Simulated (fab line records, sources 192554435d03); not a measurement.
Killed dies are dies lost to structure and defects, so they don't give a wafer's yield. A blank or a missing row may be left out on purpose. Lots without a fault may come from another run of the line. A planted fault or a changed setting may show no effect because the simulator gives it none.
A struck lot beside a sound one | flow n5_finfet | 37 steps out of a route of 1938
Sound: wafers L674.4, L674.5, L674.6. Struck: wafers L679.1, L679.3, L679.6. The cause comes at the end.
At each step with rows: each side's tool, then ch and its chambers, then its first start. Under that, the readings that differ: sound wafers | struck wafers | difference of the means | sigmas: that difference in standard deviations of wafers without a fault.
alike: readings whose means differ by less than 2 such deviations, and words and numbers that are the same on both sides. not compared: withheld readings, readings that some wafer has no value for, bounds like >300 that may hide the same value, and numbers for which the record gives no deviation and whose values overlap.
The two part at a step that has a row with sigmas, a row that says differs or no value, or rows on one side only. Numbers that don't overlap but have no deviation are shown without sigmas and don't part them. A reading that every wafer of one side lacks parts them only if that side has two wafers or more.

first, 10 steps without rows for these wafers: N5_SDB_DESCUM_16 (chemistry O2, time 7.9 s); N5_SDB_ETCH_17 (etches SiARC in CF4, target depth 23.4 nm, time 39 s); N5_SDB_ETCH_18 (etches SOC in N2/H2, target depth 100 nm, overetch 20 nm, time 150 s); N5_SDB_STRIP_19 (strips in N2/H2); N5_SDB_STRIP_21 (strips in CF4); N5_SDB_HM_OPEN_20 (chemistry CH3F/O2, target SiNx, stops on poly-Si, target depth 24 nm); N5_SDB_STRIP_22 (strips in N2/H2); N5_SDB_PRECLEAN_23 (cleans in dHF, time 30 s); N5_SDB_DUMMY_REMOVE_24 (chemistry TMAH, target poly-Si, stops on SiO2, target depth 142 nm, time 57 s, rinse time 30 s); N5_SDB_ETCH_25 (etches SiO2 in C4F6/O2, target depth 10 nm, time 3.3 s).
N5_SDB_CUT_ETCH_26: etches Si in HBr/Cl2/O2, target depth 129.6 nm, bt time 20 s, time 51.8 s.
  sound on rie_si-06 ch 0,1,3, day 6 07:18; struck on rie_si-03 ch 2,3, day 7 14:17
  reading                     | sound       | struck      | difference | sigmas
  drypump_motor_current_A (A) | 5.5 5.4 4.8 | 5.9 5.8 6.0 | +0.7       | +2
  alike: oes_product_au, throttle_valve_pct
  not compared: rf_hours_counter_h
then, 25 steps without rows for these wafers: N5_SDB_PRECLEAN_38 (cleans in dHF, time 10 s); N5_SDB_PRECLEAN_39 (cleans in O3/DIW, time 45 s); N5_SDB_SRD_28 (time 30 s); N5_SDB_ALD_29 (deposits SiNx, target thk 30 nm, pulse time 1 s, ald cycles 600); N5_SDB_CMP_30 (polishes, stops on poly-Si, t overpolish 1.54 s, target thk 30 nm); N5_DUMMY_REMOVAL_HM_STRIP_01 (strips SiNx in CH3F/O2, stops on poly-Si, target depth 4 nm, time 6.8 s); N5_DUMMY_REMOVAL_STRIP_10 (strips in N2/H2, time 40 s); N5_DUMMY_REMOVAL_PRECLEAN_07 (cleans in dHF, time 30 s); N5_DUMMY_REMOVAL_DUMMY_REMOVE_02 (chemistry TMAH, target poly-Si, stops on SiO2, target depth 142 nm, time 57 s, rinse time 30 s); N5_DUMMY_REMOVAL_PRECLEAN_08 (cleans in NF3:NH3, afs cycles 2, time 20 s, sublimation time 60 s); N5_DUMMY_REMOVAL_PRECLEAN_04 (cleans in DHF, time 37 s); N5_DUMMY_REMOVAL_SRD_05 (time 30 s); N5_HKMG_FIN_IL_REGROW_00 (material SiO2, chemistry O3, target thk 0.75 nm, time 30 s); N5_HKMG_FIN_HK_ALD_01 (deposits HfO2, target thk 1.6 nm, pulse time 3 s, purge time 3 s); N5_HKMG_FIN_HK_ANNEAL_02 (time 30 s); N5_HKMG_FIN_ALD_74 (deposits La2O3, target thk 0.5 nm, pulse time 6 s, co reactant pulse time 1 s); N5_HKMG_FIN_ALD_75 (deposits Al2O3, target thk 1 nm, co reactant pulse time 1 s); N5_HKMG_FIN_COAT_41 (time 60 s, resist thk 300 nm); N5_HKMG_FIN_COAT_42 (time 60 s, resist thk 35 nm); N5_HKMG_FIN_COAT_43 (resist thk 90 nm); N5_HKMG_FIN_EBR_45; N5_HKMG_FIN_SOFTBAKE_44 (time 60 s); N5_HKMG_FIN_EXPOSE_46 (exposes mask NDIPOLE); N5_HKMG_FIN_PEB_47 (peb time 60 s); N5_HKMG_FIN_DEVELOP_48 (develop time 30 s).
-- the record jumps here: 16 days lie between the struck wafers' starts before and after (it left off in module HKMG_FIN and takes up again in module PASSIVATION, whose first step shown is number 1936 of the route) --
N5_PASSIVATION_PROBE_49:
  sound on prober-01, day 20 18:21; struck on prober-02, day 23 09:11
  reading                  | sound          | struck         | difference | sigmas
  defect_limited_yield (%) | 92.6 92.3 93.3 | 78.9 79.2 79.1 | -13.7      | -9
  killed_at_front_end      | 27 31 37       | 187 196 203    | +164       | +15
  killed_dies              | 87 91 79       | 249 245 247    | +161       | +9
  sort_bin_5_function (%)  | 4.0 4.7 3.5    | 12.5 11.9 11.1 | +7.8       | +7
  sort_bin_6_memory (%)    | 3.0 2.6 3.0    | 3.7 4.5 5.0    | +1.5       | +2
  sort_n_pass              | 1093 1089 1101 | 931 935 933    | -161       | -9
  sort_yield_pct (%)       | 92.6 92.3 93.3 | 78.9 79.2 79.1 | -13.7      | -9
  alike: killed_at_M0_to_M3, killed_at_M4_up, killed_at_contacts, killed_at_other, killed_open, killed_short

WHERE THEY PART
First at N5_SDB_CUT_ETCH_26; last, within this record, at N5_PASSIVATION_PROBE_49.

WHY: what the simulator had put in
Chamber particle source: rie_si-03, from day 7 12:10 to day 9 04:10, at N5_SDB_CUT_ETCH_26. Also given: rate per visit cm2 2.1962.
